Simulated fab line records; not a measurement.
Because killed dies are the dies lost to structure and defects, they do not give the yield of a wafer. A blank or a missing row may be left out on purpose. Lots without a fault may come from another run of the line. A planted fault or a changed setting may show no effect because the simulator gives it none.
Which tool did it? | flow nandHarc | 12 lots with 36 wafers sampled at 5 steps, on a route of 1302 steps

## WHAT EACH GAUGE READ, for each wafer
NHARC_END_SORT_01. Usual: killedAtArray 61, standard deviation 26; killedAtOther 0.8, standard deviation 1.1; killedAtPeriphery 4.0, standard deviation 2.6; killedDies 66, standard deviation 26; killedOpen 3.1, standard deviation 1.7; killedShort 2.5, standard deviation 1.5.
lot  | measured     | on        | killedAtArray | killedAtOther | killedAtPeriphery | killedDies  | killedOpen | killedShort | flag
L473 | day 27 18:48 | prober-02 | 153 103 125   | 2 1 0         | 1 2 7             | 156 106 132 | 2 3 2      | 4 2 2       | 

## WHAT TOOL EACH LOT RAN ON (gives the tool, then ch and the chambers of the sampled wafers, and finally the start)
lot  | NHARC_A_WL_FILL_CVD_03       | NHARC_THIN_TSV_ETCH_44            | NHARC_THIN_TSV_DEGAS_49     | NHARC_THIN_TSV_CMP_21
L466 | cvdW-02 ch 0,1, day 20 07:56 | rieDiel-04 ch 1,3, day 23 21:21   | pvdSputter-03, day 23 23:56 | cmp-04 ch 0,1, day 24 01:29
L465 | cvdW-01 ch 0,1, day 20 11:06 | rieDiel-05 ch 0,2,3, day 23 18:32 | pvdSputter-03, day 23 21:04 | cmp-03 ch 1,2,3, day 23 22:38
L468 | cvdW-01 ch 0,1, day 21 02:23 | rieDiel-12 ch 0,1, day 24 08:01   | pvdSputter-01, day 24 10:32 | cmp-02 ch 1,2, day 24 12:03
L470 | cvdW-02 ch 0,1, day 23 01:40 | rieDiel-04 ch 0,2,3, day 26 09:54 | pvdSputter-02, day 26 12:27 | cmp-02 ch 2,3, day 26 15:43
L473 | cvdW-02 ch 0,1, day 23 21:40 | rieDiel-04 ch 0,3, day 27 05:31   | pvdSputter-01, day 27 08:02 | cmp-04 ch 0,2,3, day 27 09:37
L481 | cvdW-02 ch 0,1, day 27 02:41 | rieDiel-12 ch 0,1,3, day 30 14:58 | pvdSputter-02, day 30 17:34 | cmp-02 ch 0,2,3, day 30 19:07
L483 | cvdW-01 ch 0,1, day 27 15:00 | rieDiel-05 ch 0,2, day 31 03:47   | pvdSputter-02, day 31 06:25 | cmp-03 ch 0,2,3, day 31 08:01
L484 | cvdW-01 ch 0,1, day 27 18:43 | rieDiel-12 ch 0,1,2, day 31 04:56 | pvdSputter-03, day 31 07:28 | cmp-04 ch 0,1,2, day 31 09:04
L486 | cvdW-02 ch 0,1, day 28 20:39 | rieDiel-05 ch 0,1,3, day 32 02:59 | pvdSputter-02, day 32 05:45 | cmp-02 ch 1,2,3, day 32 07:16
L485 | cvdW-01 ch 0,1, day 28 20:47 | rieDiel-05 ch 0,3, day 32 12:00   | pvdSputter-03, day 32 14:33 | cmp-03 ch 2,3, day 32 16:05
L488 | cvdW-01 ch 0,1, day 29 03:52 | rieDiel-12 ch 0,2,3, day 32 13:12 | pvdSputter-03, day 32 15:43 | cmp-04 ch 0,1,3, day 32 17:16
L487 | cvdW-01 ch 0,1, day 29 11:27 | rieDiel-04 ch 1,2,3, day 32 20:27 | pvdSputter-03, day 32 22:52 | cmp-02 ch 1,2,3, day 33 00:23
- NHARC_A_WL_FILL_CVD_03: deposits W, target thk 40 nm, time 279 s.
- NHARC_THIN_TSV_ETCH_44: etches the open film in CF4/O2, target depth 1594.2 nm, time 797.1 s.
- NHARC_THIN_TSV_DEGAS_49: time 120 s.
- NHARC_THIN_TSV_CMP_21: polishes, t overpolish 30 s, target thk 2000 nm.

## WHAT THE TOOLS THEMSELVES READ (means of the sampled wafers that have a number; where no wafer has one, the mark that the record gives instead)
NHARC_A_WL_FILL_CVD_03. Usual: heaterPowerW 485 W, standard deviation 25; mfcWf6Sccm 39.98 sccm, standard deviation 0.12; throttleValvePct 8.0 %, standard deviation 0.32.
lot  | tool    | heaterPowerW (W) | mfcWf6Sccm (sccm) | throttleValvePct (%) | flag
L466 | cvdW-02 | 455              | 39.90             | 7.9                  | 
L465 | cvdW-01 | 485              | 40.05             | 8.0                  | 
L468 | cvdW-01 | 498              | 39.96             | 7.9                  | 
L470 | cvdW-02 | 481              | 40.01             | 7.9                  | 
L473 | cvdW-02 | 480              | 39.96             | 7.9                  | 
L481 | cvdW-02 | 463              | 40.01             | 8.0                  | 
L483 | cvdW-01 | 497              | 39.99             | 8.1                  | 
L484 | cvdW-01 | 507              | 40.01             | 7.9                  | 
L486 | cvdW-02 | 454              | 39.96             | 7.9                  | 
L485 | cvdW-01 | 494              | 39.97             | 8.2                  | 
L488 | cvdW-01 | 507              | 39.90             | 7.9                  | 
L487 | cvdW-01 | 499              | 39.93             | 8.2                  | 

NHARC_THIN_TSV_ETCH_44. Usual: drypumpMotorCurrentA 5.5 A, standard deviation 0.36; o2FlowSccm 10.004 sccm, standard deviation 0.028; oesProductAu 0.999 a.u., standard deviation 0.016; rfVppV 794 V, standard deviation 4.8; showerheadPlenumPTorr 1.83 Torr, standard deviation 0.076; throttleValvePct 16.914 %, standard deviation 0.0089.
lot  | tool       | drypumpMotorCurrentA (A) | o2FlowSccm (sccm) | oesProductAu (a.u.) | rfVppV (V) | showerheadPlenumPTorr (Torr) | throttleValvePct (%) | flag
L466 | rieDiel-04 | 6.1                      | 10.018            | 1.004               | 793        | 1.80                         | 16.914               | 
L465 | rieDiel-05 | 5.5                      | 10.019            | 0.994               | 798        | 1.89                         | 16.908               | 
L468 | rieDiel-12 | 5.4                      | 9.989             | 1.021               | 789        | 1.75                         | 16.918               | 
L470 | rieDiel-04 | 5.7                      | 9.990             | 0.995               | 793        | 1.80                         | 16.921               | 
L473 | rieDiel-04 | 5.9                      | 9.992             | 0.988               | 790        | 1.77                         | 16.912               | 
L481 | rieDiel-12 | 5.4                      | 10.007            | 1.002               | 789        | 1.74                         | 16.913               | 
L483 | rieDiel-05 | 5.5                      | 9.999             | 0.988               | 800        | 1.93                         | 16.903               | 
L484 | rieDiel-12 | 5.4                      | 9.982             | 1.001               | 790        | 1.76                         | 16.917               | 
L486 | rieDiel-05 | 5.6                      | 9.982             | 1.003               | 797        | 1.89                         | 16.921               | 
L485 | rieDiel-05 | 5.9                      | 10.034            | 0.990               | 797        | 1.88                         | 16.924               | 
L488 | rieDiel-12 | 5.4                      | 10.020            | 1.012               | 789        | 1.75                         | 16.929               | 
L487 | rieDiel-04 | 5.8                      | 9.994             | 1.009               | 793        | 1.82                         | 16.917               | 

NHARC_THIN_TSV_DEGAS_49. Usual: heaterPowerW 468 W, standard deviation 37.
lot  | tool          | heaterPowerW (W) | flag
L466 | pvdSputter-03 | 421              | 
L465 | pvdSputter-03 | 424              | 
L468 | pvdSputter-01 | 489              | 
L470 | pvdSputter-02 | 468              | 
L473 | pvdSputter-01 | 508              | 
L481 | pvdSputter-02 | 464              | 
L483 | pvdSputter-02 | 445              | 
L484 | pvdSputter-03 | 470              | 
L486 | pvdSputter-02 | 466              | 
L485 | pvdSputter-03 | 498              | 
L488 | pvdSputter-03 | 474              | 
L487 | pvdSputter-03 | 459              | 

NHARC_THIN_TSV_CMP_21. Usual: motorCurrentA 11.7 A, standard deviation 1.9; overpolishRunS 30.001 s, standard deviation 0.0085.
lot  | tool   | motorCurrentA (A) | overpolishRunS (s) | flag
L466 | cmp-04 | 10.7              | 30.004             | 
L465 | cmp-03 | 11.3              | 30.003             | 
L468 | cmp-02 | 11.8              | 29.991             | 
L470 | cmp-02 | 13.2              | 30.001             | 
L473 | cmp-04 | 10.8              | 29.999             | 
L481 | cmp-02 | 12.6              | 30.009             | 
L483 | cmp-03 | 12.6              | 29.996             | 
L484 | cmp-04 | 10.4              | 29.993             | 
L486 | cmp-02 | 12.5              | 30.000             | 
L485 | cmp-03 | 10.3              | 29.995             | 
L488 | cmp-04 | 11.1              | 29.999             | 
L487 | cmp-02 | 12.3              | 29.996             | 

## THE ANSWER, worked out from the rows above alone
Rule: take the mean of a lot's wafers that have a number; if it is more than 3 standard deviations from the usual mean, the lot is off. A lot without any number at a reading at which 4 lots or more have one is off too. All remaining lots with rows at the step are treated as sound. First the gauges in route order, then the tools' own readings, where a lot's mean is used as printed above. The first step at which some lot is off is used, and at that step the reading that is off furthest; a lot without a number counts as furthest.
Nothing can be told from this: no lot is off at any reading shown.

## WHAT WAS PUT IN BY THE SIMULATOR
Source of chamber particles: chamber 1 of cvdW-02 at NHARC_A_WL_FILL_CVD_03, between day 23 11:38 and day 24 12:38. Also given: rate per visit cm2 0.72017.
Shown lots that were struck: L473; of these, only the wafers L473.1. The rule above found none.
